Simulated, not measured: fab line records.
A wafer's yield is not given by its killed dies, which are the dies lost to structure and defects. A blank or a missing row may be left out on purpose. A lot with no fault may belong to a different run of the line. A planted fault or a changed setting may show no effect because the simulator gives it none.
Chamber matching :: flow n5_finfet :: 4 sister chambers for N5_GATE_CUT_ETCH_19 on rie_diel-06
The step etches SiNx in CH3F/O2, target depth 53.7 nm, time 76.7 s. 8 wafers are shown with their chamber, then 8 later ones without.

== WAFERS PAIRED WITH THEIR CHAMBERS ==
wafer: L077.6
chamber: 0
showerhead_plenum_p_Torr (Torr): 1.97
drypump_motor_current_A (A): 6.0

wafer: L079.6
chamber: 3
showerhead_plenum_p_Torr (Torr): 1.88
drypump_motor_current_A (A): 6.6

wafer: L080.2
chamber: 0
showerhead_plenum_p_Torr (Torr): 1.97
drypump_motor_current_A (A): 6.0

wafer: L085.5
chamber: 1
showerhead_plenum_p_Torr (Torr): 1.86
drypump_motor_current_A (A): 6.0

wafer: L086.1
chamber: 2
showerhead_plenum_p_Torr (Torr): 2.08
drypump_motor_current_A (A): 5.6

wafer: L086.2
chamber: 3
showerhead_plenum_p_Torr (Torr): 1.88
drypump_motor_current_A (A): 6.7

wafer: L086.3
chamber: 1
showerhead_plenum_p_Torr (Torr): 1.85
drypump_motor_current_A (A): 6.0

wafer: L091.1
chamber: 2
showerhead_plenum_p_Torr (Torr): 2.07
drypump_motor_current_A (A): 5.6

== WAFERS WITHOUT THEIR CHAMBER ==
wafer: L091.3
showerhead_plenum_p_Torr (Torr): 1.96
drypump_motor_current_A (A): 6.0

wafer: L091.4
showerhead_plenum_p_Torr (Torr): 1.87
drypump_motor_current_A (A): 6.6

wafer: L094.2
showerhead_plenum_p_Torr (Torr): 1.87
drypump_motor_current_A (A): 6.7

wafer: L094.5
showerhead_plenum_p_Torr (Torr): 1.85
drypump_motor_current_A (A): 6.0

wafer: L094.6
showerhead_plenum_p_Torr (Torr): 1.87
drypump_motor_current_A (A): 6.6

wafer: L095.1
showerhead_plenum_p_Torr (Torr): 1.87
drypump_motor_current_A (A): 6.7

wafer: L095.2
showerhead_plenum_p_Torr (Torr): 1.85
drypump_motor_current_A (A): 6.0

wafer: L095.3
showerhead_plenum_p_Torr (Torr): 2.07
drypump_motor_current_A (A): 5.6

== WHICH CHAMBER EACH ONE RAN IN ==
wafer: L091.3
from the rows above: 0
in truth: 0

wafer: L091.4
from the rows above: 3
in truth: 3

wafer: L094.2
from the rows above: 3
in truth: 3

wafer: L094.5
from the rows above: 1
in truth: 1

wafer: L094.6
from the rows above: 3
in truth: 3

wafer: L095.1
from the rows above: 3
in truth: 3

wafer: L095.2
from the rows above: 1
in truth: 1

wafer: L095.3
from the rows above: 2
in truth: 2
Correct placement for 8 of the 8. Not placeable from these rows: 0. 0 placed wrongly.
How it was worked out, from the rows above alone: a wafer's distance from a chamber is the root of the sum, over the readings, of the square of ((its reading less the chamber's mean) divided by the reading's scatter). The wafer belongs to the nearest chamber; if the next one is less than 2 further off, it can't be placed. For every chamber, the mean is computed from those of its wafers that are shown. The scatter: the root of (the sum of the squares of (reading less its chamber's mean) over the shown wafers, divided by (wafers less chambers)).
